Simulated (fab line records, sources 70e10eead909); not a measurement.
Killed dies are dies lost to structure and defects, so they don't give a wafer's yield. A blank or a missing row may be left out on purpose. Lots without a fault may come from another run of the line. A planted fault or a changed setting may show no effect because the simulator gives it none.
Chamber matching | flow nand_harc | NHARC_P_M2_CMP_23 on cmp-01: 4 sister chambers
The step polishes, t overpolish 20 s, target thk 144.3 nm. 4 wafers are shown with their chamber, then 8 later ones without.

WAFERS WITH THEIR CHAMBER
wafer  | chamber | motor_current_A (A)
L081.3 | 1       | 15.4
L082.2 | 2       | 13.3
L082.3 | 0       | 13.1
L085.2 | 3       | 14.1

WAFERS WITHOUT THEIR CHAMBER
wafer  | motor_current_A (A)
L085.5 | 14.5
L085.6 | 13.7
L086.1 | 13.5
L086.2 | 15.5
L086.6 | 12.9
L094.2 | 13.8
L094.5 | 13.9
L094.6 | 14.5

WHICH CHAMBER EACH WENT THROUGH
wafer  | from the rows above          | in truth
L085.5 | can't be placed: 3 or 1      | 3
L085.6 | can't be placed: 2 or 3 or 0 | 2
L086.1 | can't be placed: 2 or 0 or 3 | 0
L086.2 | 1                            | 1
L086.6 | can't be placed: 0 or 2      | 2
L094.2 | can't be placed: 3 or 2 or 0 | 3
L094.5 | can't be placed: 3 or 2      | 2
L094.6 | can't be placed: 3 or 1      | 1
Placed correctly: 1 of 8. Can't be placed from these rows: 7 (the true chamber is among the candidates in 7). Placed wrongly: 0.
How it was worked out, from the rows above alone: a wafer's distance from a chamber is the root of the sum, over the readings, of the square of ((its reading less the chamber's mean) divided by the reading's scatter). The wafer belongs to the nearest chamber; if the next one is less than 2 further off, it can't be placed. A chamber's mean is the mean of its shown wafers. The scatter: with one shown wafer a chamber, the root of the mean of the squares of how far each hidden wafer lies from its nearest shown one.
